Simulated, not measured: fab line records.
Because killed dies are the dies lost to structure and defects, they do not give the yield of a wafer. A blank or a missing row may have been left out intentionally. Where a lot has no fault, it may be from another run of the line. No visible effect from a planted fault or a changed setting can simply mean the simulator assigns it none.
Matching of chambers -- flow n5_finfet -- N5_BEOL_M0_STRIP_140 on rie_diel-01 has 4 sister chambers
The step strips in CF4. 16 wafers are shown with their chamber, then 8 later ones without.

== WAFERS WITH THEIR CHAMBER ==
wafer,chamber,showerhead_plenum_p_Torr (Torr),throttle_valve_pct (%),oes_product_au (a.u.)
L078.1,0,1.78,13.87,0.67
L078.2,2,1.75,13.74,0.68
L078.6,2,1.75,13.74,0.69
L079.1,1,1.85,13.71,0.73
L079.4,1,1.85,13.66,0.73
L079.5,2,1.75,13.76,0.68
L080.1,1,1.85,13.67,0.74
L080.3,3,1.77,13.60,0.68
L080.5,3,1.77,13.56,0.68
L083.3,2,1.75,13.77,0.67
L083.5,1,1.84,13.70,0.72
L083.6,2,1.75,13.76,0.67
L085.1,1,1.84,13.71,0.72
L085.3,3,1.77,13.61,0.67
L085.6,1,1.84,13.70,0.72
L084.2,3,1.77,13.59,0.67

SIGNATURES, as means of the wafers listed above
reading,chamber 0,chamber 1,chamber 2,chamber 3,scatter within a chamber
showerhead_plenum_p_Torr,1.7800,1.8450,1.7500,1.7700,0.00354
throttle_valve_pct,13.8700,13.6917,13.7540,13.5900,0.0192
oes_product_au,0.6700,0.7267,0.6780,0.6750,0.00771
Rule: distance of a wafer from a chamber = root of the sum over the readings of ((wafer's reading minus chamber's mean) / reading's scatter) squared. The wafer belongs to the nearest chamber; if the next one is less than 2 further off, it can't be placed. The scatter is the square root of a quotient: the sum, over the shown wafers, of each reading's squared deviation from its chamber's mean, divided by wafers minus chambers.

== WAFERS WITHOUT THEIR CHAMBER ==
wafer,showerhead_plenum_p_Torr (Torr),throttle_valve_pct (%),oes_product_au (a.u.)
L084.3,1.84,13.70,0.72
L084.6,1.75,13.77,0.67
L087.1,1.78,13.40,0.92
L087.4,1.75,13.79,0.66
L087.6,1.78,13.41,0.91
L088.1,1.75,13.78,0.67
L088.3,1.84,13.73,0.72
L088.6,1.84,13.71,0.71

== THE CHAMBER EACH PASSED THROUGH ==
wafer,from the rows above,in truth
L084.3,1,1
L084.6,2,2
L087.1,can't be placed: 3 or 1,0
L087.4,2,2
L087.6,can't be placed: 3 or 1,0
L088.1,2,2
L088.3,1,1
L088.6,1,1
6 of 8 placed correctly. Unplaceable from these rows: 2, with the true chamber sitting among the candidates in 0. 0 placed wrongly.
